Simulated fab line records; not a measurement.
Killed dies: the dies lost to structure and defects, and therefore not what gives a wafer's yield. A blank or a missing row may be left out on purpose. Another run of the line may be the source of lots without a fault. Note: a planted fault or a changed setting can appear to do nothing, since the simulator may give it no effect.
Chamber matching :: flow n5Finfet :: N5_BEOL_M9_ILD_DEP_00 on pecvd-01: 3 sister chambers
The step deposits SiCOH lowk from DEMS/porogen, target thk 308.51 nm, time 58 s. 6 wafers are shown with their chamber, then 12 later ones without.

EACH WAFER AND ITS CHAMBER
wafer: L085.6
chamber: 0
throttleValvePct (%): 13.4
showerheadPlenumPTorr (Torr): 5.709

wafer: L087.3
chamber: 1
throttleValvePct (%): 16.4
showerheadPlenumPTorr (Torr): 5.710

wafer: L087.5
chamber: 2
throttleValvePct (%): 14.1
showerheadPlenumPTorr (Torr): 5.758

wafer: L086.1
chamber: 0
throttleValvePct (%): 13.7
showerheadPlenumPTorr (Torr): 5.726

wafer: L086.3
chamber: 2
throttleValvePct (%): 14.0
showerheadPlenumPTorr (Torr): 5.752

wafer: L086.4
chamber: 1
throttleValvePct (%): 16.2
showerheadPlenumPTorr (Torr): 5.730

WAFERS MISSING THEIR CHAMBER
wafer: L089.1
throttleValvePct (%): 13.8
showerheadPlenumPTorr (Torr): 5.717

wafer: L089.5
throttleValvePct (%): 16.5
showerheadPlenumPTorr (Torr): 5.729

wafer: L089.6
throttleValvePct (%): 13.5
showerheadPlenumPTorr (Torr): 5.708

wafer: L088.1
throttleValvePct (%): 13.8
showerheadPlenumPTorr (Torr): 5.753

wafer: L088.4
throttleValvePct (%): 14.3
showerheadPlenumPTorr (Torr): 5.748

wafer: L088.5
throttleValvePct (%): 13.7
showerheadPlenumPTorr (Torr): 5.719

wafer: L092.3
throttleValvePct (%): 13.5
showerheadPlenumPTorr (Torr): 5.727

wafer: L092.4
throttleValvePct (%): 16.1
showerheadPlenumPTorr (Torr): 5.710

wafer: L092.6
throttleValvePct (%): 16.2
showerheadPlenumPTorr (Torr): 5.710

wafer: L097.1
throttleValvePct (%): 13.3
showerheadPlenumPTorr (Torr): 5.723

wafer: L097.2
throttleValvePct (%): 16.1
showerheadPlenumPTorr (Torr): 5.719

wafer: L097.3
throttleValvePct (%): 14.4
showerheadPlenumPTorr (Torr): 5.757

CHAMBER TAKEN BY EACH
wafer: L089.1
from the rows above: 0
in truth: 0

wafer: L089.5
from the rows above: 1
in truth: 1

wafer: L089.6
from the rows above: 0
in truth: 0

wafer: L088.1
from the rows above: can't be placed: 2 or 0
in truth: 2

wafer: L088.4
from the rows above: 2
in truth: 2

wafer: L088.5
from the rows above: 0
in truth: 0

wafer: L092.3
from the rows above: 0
in truth: 0

wafer: L092.4
from the rows above: 1
in truth: 1

wafer: L092.6
from the rows above: 1
in truth: 1

wafer: L097.1
from the rows above: 0
in truth: 0

wafer: L097.2
from the rows above: 1
in truth: 1

wafer: L097.3
from the rows above: 2
in truth: 2
Placed correctly: 11 of 12. Can't be placed from these rows: 1 (the true chamber is among the candidates in 1). Wrongly placed: 0.
How it was worked out, from the rows above alone: a wafer's distance from a chamber is the root of the sum, over the readings, of the square of ((its reading less the chamber's mean) divided by the reading's scatter). The wafer belongs to the nearest chamber; if the next one is less than 2 further off, it can't be placed. The mean given for a chamber averages the wafers shown for that chamber. The scatter: take each reading less its chamber's mean, square it, sum over the shown wafers, divide by the number of wafers less the number of chambers, and take the root.
